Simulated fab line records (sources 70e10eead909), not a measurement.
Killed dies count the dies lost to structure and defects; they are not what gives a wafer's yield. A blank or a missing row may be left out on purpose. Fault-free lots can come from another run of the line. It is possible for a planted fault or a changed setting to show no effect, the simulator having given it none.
What tool caused it? | flow nand-harc | Sampling: 13 lots, 39 wafers, 6 of 1302 route steps

## WHAT EACH GAUGE READ, for each wafer
NHARC_P_ZERO_WELL_CD_MEAS_37: the cd target is 720 nm.
lot  | measured     | on        | cd-nm (nm)
L431 | day 2 11:17  | cd-sem-03 | 721.2 718.2 720.1
L432 | day 2 20:16  | cd-sem-03 | 720.5 721.3 718.5
L433 | day 3 06:02  | cd-sem-03 | 722.1 722.7 719.6
L434 | day 3 16:14  | cd-sem-02 | - - -
L436 | day 4 12:07  | cd-sem-02 | 719.3 721.9 721.2
L440 | day 6 05:27  | cd-sem-01 | 719.7 721.2 720.4
L441 | day 6 14:30  | cd-sem-03 | 718.7 717.8 719.6
L445 | day 8 06:14  | cd-sem-03 | 720.4 718.6 722.3
L446 | day 8 16:39  | cd-sem-03 | 721.4 718.4 720.9
L448 | day 9 12:15  | cd-sem-02 | 719.2 717.8 719.9
L450 | day 10 08:07 | cd-sem-03 | 722.3 719.2 719.5
L451 | day 10 18:11 | cd-sem-03 | 720.5 718.8 721.9
L453 | day 11 14:13 | cd-sem-02 | 716.3 718.1 717.5

NHARC_P_STI_OVL_MEAS_10.
lot  | measured     | on         | overlay-x-nm (nm) | overlay-y-nm (nm)
L431 | day 3 12:59  | overlay-02 | -12 -12 -12       | 7 7 7
L432 | day 3 13:09  | overlay-01 | -10 -10 -10       | -6 -6 -5
L433 | day 3 23:49  | overlay-02 | 0 0 0             | 5 4 4
L436 | day 5 06:08  | overlay-02 | -3 -3 -4          | -7 -7 -8
L440 | day 7 04:31  | overlay-02 | 11 10 10          | -1 -1 -1
L441 | day 7 12:56  | overlay-02 | -7 -8 -7          | -13 -14 -14
L445 | day 9 05:58  | overlay-01 | -1 -1 -1          | -2 -1 -1
L446 | day 9 13:19  | overlay-02 | 5 5 5             | 11 11 11
L448 | day 10 10:56 | overlay-01 | 4 5 6             | 9 9 8
L450 | day 11 03:05 | overlay-01 | -5 -4 -4          | -3 -2 -3
L451 | day 11 12:17 | overlay-02 | 1 1 2             | -4 -3 -4
L453 | day 12 09:26 | overlay-02 | -3 -3 -3          | 5 6 5

NHARC_P_STI_INSPECT_11.
lot  | measured     | on                | raw-defect-count
L431 | day 3 13:01  | defect-inspect-02 | 5 0 7
L432 | day 3 13:11  | defect-inspect-02 | 5 9 6
L433 | day 3 23:52  | defect-inspect-02 | 4 4 3
L436 | day 5 06:10  | defect-inspect-01 | 6 6 9
L440 | day 7 04:32  | defect-inspect-01 | 12 11 11
L441 | day 7 12:58  | defect-inspect-02 | 4 10 4
L445 | day 9 05:59  | defect-inspect-02 | 9 6 2
L446 | day 9 13:21  | defect-inspect-01 | 3 5 3
L448 | day 10 10:58 | defect-inspect-02 | 7 5 4
L450 | day 11 03:07 | defect-inspect-01 | 6 7 2
L451 | day 11 12:20 | defect-inspect-01 | 6 2 7
L453 | day 12 09:29 | defect-inspect-02 | 5 18 11

NHARC_END_SORT_01.
lot  | measured     | on        | killed-at-array | killed-at-other | killed-at-periphery | killed-dies | killed-open | killed-short
L434 | day 25 16:00 | prober-01 | 67 69 100       | 0 0 1           | 610 608 576         | 677 677 677 | 3 4 3       | 0 2 1

## TOOL THAT RAN EACH LOT (tool first, then ch and the chambers of the sampled wafers, then the start)
lot  | NHARC_P_ZERO_WELL_EXPOSE_34       | NHARC_P_ZERO_WELL_DESCUM_39
L431 | krf-scanner-02 ch 0, day 2 11:08  | rie-diel-13 ch 1,3, day 2 11:33
L432 | krf-scanner-01 ch 0, day 2 20:06  | rie-diel-01 ch 0,2,3, day 2 20:31
L433 | krf-scanner-02 ch 0, day 3 05:53  | rie-diel-13 ch 1,2, day 3 06:11
L434 | krf-scanner-02 ch 0, day 3 16:04  | rie-diel-13 ch 0,1,3, day 3 16:23
L436 | krf-scanner-01 ch 0, day 4 11:58  | rie-diel-01 ch 0,2,3, day 4 12:16
L440 | krf-scanner-02 ch 0, day 6 05:18  | rie-diel-06 ch 0,1,3, day 6 05:44
L441 | krf-scanner-04 ch 0, day 6 14:21  | rie-diel-01 ch 1,3, day 6 14:40
L445 | krf-scanner-02 ch 0, day 8 06:05  | rie-diel-13 ch 1,2,3, day 8 06:25
L446 | krf-scanner-02 ch 0, day 8 16:29  | rie-diel-06 ch 0,3, day 8 16:56
L448 | krf-scanner-02 ch 0, day 9 12:05  | rie-diel-13 ch 2,3, day 9 12:25
L450 | krf-scanner-02 ch 0, day 10 07:58 | rie-diel-13 ch 2,3, day 10 08:17
L451 | krf-scanner-02 ch 0, day 10 18:02 | rie-diel-06 ch 0,1,2, day 10 18:22
L453 | krf-scanner-02 ch 0, day 11 14:04 | rie-diel-01 ch 0,2, day 11 14:23
- NHARC_P_ZERO_WELL_EXPOSE_34: exposes mask P PWELL, target cd 720 nm.
- NHARC_P_ZERO_WELL_DESCUM_39: chemistry O2, time 3 s.

## WHAT THE TOOLS THEMSELVES READ (means of the sampled wafers that have a number; where no wafer has one, the mark that the record gives instead)
NHARC_P_ZERO_WELL_DESCUM_39.
lot  | tool        | drypump-motor-current-A (A) | oes-product-au (a.u.) | rf-vpp-V (V) | showerhead-plenum-p-Torr (Torr) | throttle-valve-pct (%)
L431 | rie-diel-13 | 5.9                         | 1.000                 | 57.7         | 2.04                            | 11.310
L432 | rie-diel-01 | 5.7                         | 0.987                 | 57.6         | 1.93                            | 11.313
L433 | rie-diel-13 | 5.7                         | 0.998                 | 57.7         | 2.00                            | 11.313
L434 | rie-diel-13 | 5.7                         | 0.989                 | 58.1         | 2.01                            | 11.305
L436 | rie-diel-01 | 5.7                         | 0.996                 | 57.3         | 1.92                            | 11.324
L440 | rie-diel-06 | 5.4                         | 1.006                 | 57.7         | 1.87                            | 11.312
L441 | rie-diel-01 | 6.1                         | 1.000                 | 58.6         | 2.03                            | 11.315
L445 | rie-diel-13 | 5.8                         | 1.002                 | 58.1         | 1.99                            | 11.321
L446 | rie-diel-06 | 5.2                         | 1.000                 | 58.1         | 1.88                            | 11.310
L448 | rie-diel-13 | 5.8                         | 1.013                 | 58.0         | 1.95                            | 11.306
L450 | rie-diel-13 | 5.8                         | 1.012                 | 57.5         | 1.95                            | 11.313
L451 | rie-diel-06 | 5.7                         | 0.996                 | 57.8         | 1.86                            | 11.307
L453 | rie-diel-01 | 5.5                         | 0.989                 | 58.4         | 1.96                            | 11.311

## THE ANSWER, worked out from the rows above alone
Rule: the usual values come from the lots themselves. Put in order of their means at a reading, lots are off if they are a third of the lots or fewer, leave a main group of 4 or more, and stand apart from it by a gap of 3 or more times the standard deviation of the main group's means; of several such gaps the widest counts. Not used: any main group whose means are identical at the precision the tables above print for the reading. A lot without any number at a reading at which 4 lots or more have one is off too. Any other lot the step has rows for is counted as sound. After the gauges, taken in route order, come the tools' own readings; for these a lot's mean is taken, as printed above. At the first step where some lot is off, the reading lying furthest off is the one used; lots without a number count as furthest.
Off at NHARC_P_ZERO_WELL_CD_MEAS_37 (cd-nm): L434. Without a number there: L434. Main group: mean 719.9 nm, sd 1.1.
If a tool, at a process step before that reading, ran all the lots that are off and no sound lot after the first of them, it fits. Gauges at NHARC_P_ZERO_WELL_CD_MEAS_37: tried the same way as those tools. None of those tried fits.

## WHAT THE SIMULATOR PUT IN
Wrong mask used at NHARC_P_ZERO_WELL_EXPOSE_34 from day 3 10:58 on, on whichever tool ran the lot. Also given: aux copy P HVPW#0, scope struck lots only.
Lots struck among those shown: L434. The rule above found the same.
